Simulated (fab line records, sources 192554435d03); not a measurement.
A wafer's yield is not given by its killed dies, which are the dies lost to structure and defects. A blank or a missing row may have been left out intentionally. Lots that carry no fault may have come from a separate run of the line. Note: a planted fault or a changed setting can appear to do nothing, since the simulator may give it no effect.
Matching of chambers || flow n5 finfet || N5_BEOL_M3_ETCH_63 on rie diel-03: 3 sister chambers
The step etches SiARC in CF4, target depth 15.6 nm, time 26 s. 18 wafers are shown with their chamber, then 6 later ones without.

WAFERS WITH THEIR CHAMBER
{"wafer": "L076.1", "chamber": 0, "showerhead plenum p Torr (Torr)": 2.20, "drypump motor current A (A)": 5.6, "throttle valve pct (%)": 16.02}
{"wafer": "L076.4", "chamber": 1, "showerhead plenum p Torr (Torr)": 2.05, "drypump motor current A (A)": 5.7, "throttle valve pct (%)": 15.78}
{"wafer": "L076.5", "chamber": 3, "showerhead plenum p Torr (Torr)": 2.12, "drypump motor current A (A)": 5.1, "throttle valve pct (%)": 15.79}
{"wafer": "L080.1", "chamber": 1, "showerhead plenum p Torr (Torr)": 2.04, "drypump motor current A (A)": 5.7, "throttle valve pct (%)": 15.80}
{"wafer": "L080.3", "chamber": 0, "showerhead plenum p Torr (Torr)": 2.20, "drypump motor current A (A)": 5.6, "throttle valve pct (%)": 16.04}
{"wafer": "L080.6", "chamber": 0, "showerhead plenum p Torr (Torr)": 2.20, "drypump motor current A (A)": 5.7, "throttle valve pct (%)": 16.04}
{"wafer": "L081.1", "chamber": 0, "showerhead plenum p Torr (Torr)": 2.20, "drypump motor current A (A)": 5.6, "throttle valve pct (%)": 16.04}
{"wafer": "L081.2", "chamber": 1, "showerhead plenum p Torr (Torr)": 2.04, "drypump motor current A (A)": 5.7, "throttle valve pct (%)": 15.80}
{"wafer": "L081.5", "chamber": 1, "showerhead plenum p Torr (Torr)": 2.04, "drypump motor current A (A)": 5.7, "throttle valve pct (%)": 15.81}
{"wafer": "L084.2", "chamber": 3, "showerhead plenum p Torr (Torr)": 2.11, "drypump motor current A (A)": 5.0, "throttle valve pct (%)": 15.82}
{"wafer": "L084.3", "chamber": 1, "showerhead plenum p Torr (Torr)": 2.04, "drypump motor current A (A)": 5.7, "throttle valve pct (%)": 15.81}
{"wafer": "L084.4", "chamber": 0, "showerhead plenum p Torr (Torr)": 2.20, "drypump motor current A (A)": 5.6, "throttle valve pct (%)": 16.06}
{"wafer": "L086.2", "chamber": 3, "showerhead plenum p Torr (Torr)": 2.11, "drypump motor current A (A)": 5.1, "throttle valve pct (%)": 15.82}
{"wafer": "L086.3", "chamber": 0, "showerhead plenum p Torr (Torr)": 2.20, "drypump motor current A (A)": 5.6, "throttle valve pct (%)": 16.05}
{"wafer": "L086.5", "chamber": 1, "showerhead plenum p Torr (Torr)": 2.04, "drypump motor current A (A)": 5.7, "throttle valve pct (%)": 15.81}
{"wafer": "L088.2", "chamber": 3, "showerhead plenum p Torr (Torr)": 2.11, "drypump motor current A (A)": 5.1, "throttle valve pct (%)": 15.83}
{"wafer": "L088.4", "chamber": 1, "showerhead plenum p Torr (Torr)": 2.04, "drypump motor current A (A)": 5.7, "throttle valve pct (%)": 15.82}
{"wafer": "L088.5", "chamber": 0, "showerhead plenum p Torr (Torr)": 2.19, "drypump motor current A (A)": 5.7, "throttle valve pct (%)": 16.06}

SIGNATURES (means of the wafers above)
{"reading": "showerhead plenum p Torr", "chamber 0": 2.1986, "chamber 1": 2.0414, "chamber 3": 2.1125, "scatter within a chamber": 0.00405}
{"reading": "drypump motor current A", "chamber 0": 5.629, "chamber 1": 5.700, "chamber 3": 5.075, "scatter within a chamber": 0.0381}
{"reading": "throttle valve pct", "chamber 0": 16.0443, "chamber 1": 15.8043, "chamber 3": 15.8150, "scatter within a chamber": 0.0142}
Rule: for each reading, subtract the chamber's mean from the wafer's reading, divide by that reading's scatter and square the result; add these up over the readings and take the root, which gives the wafer's distance from the chamber. If the next closest chamber is less than 2 further off than the closest, the wafer can't be placed; otherwise it belongs to the closest. How the scatter is found: for the shown wafers, subtract from each reading the mean of its chamber, square and add these, divide the total by (wafers less chambers), then take the root.

WAFERS WITHOUT THEIR CHAMBER
{"wafer": "L090.4", "showerhead plenum p Torr (Torr)": 2.04, "drypump motor current A (A)": 5.7, "throttle valve pct (%)": 15.85}
{"wafer": "L090.6", "showerhead plenum p Torr (Torr)": 2.19, "drypump motor current A (A)": 5.7, "throttle valve pct (%)": 16.07}
{"wafer": "L094.2", "showerhead plenum p Torr (Torr)": 2.03, "drypump motor current A (A)": 5.7, "throttle valve pct (%)": 15.87}
{"wafer": "L094.4", "showerhead plenum p Torr (Torr)": 2.10, "drypump motor current A (A)": 5.1, "throttle valve pct (%)": 15.88}
{"wafer": "L094.5", "showerhead plenum p Torr (Torr)": 2.03, "drypump motor current A (A)": 5.7, "throttle valve pct (%)": 15.86}
{"wafer": "L095.5", "showerhead plenum p Torr (Torr)": 2.03, "drypump motor current A (A)": 5.7, "throttle valve pct (%)": 15.87}

THE CHAMBER EACH PASSED THROUGH
{"wafer": "L090.4", "from the rows above": 1, "in truth": 1}
{"wafer": "L090.6", "from the rows above": 0, "in truth": 0}
{"wafer": "L094.2", "from the rows above": 1, "in truth": 1}
{"wafer": "L094.4", "from the rows above": 3, "in truth": 3}
{"wafer": "L094.5", "from the rows above": 1, "in truth": 1}
{"wafer": "L095.5", "from the rows above": 1, "in truth": 1}
Placed correctly: 6 of 6. Number that these rows cannot place: 0. Number placed wrongly: 0.
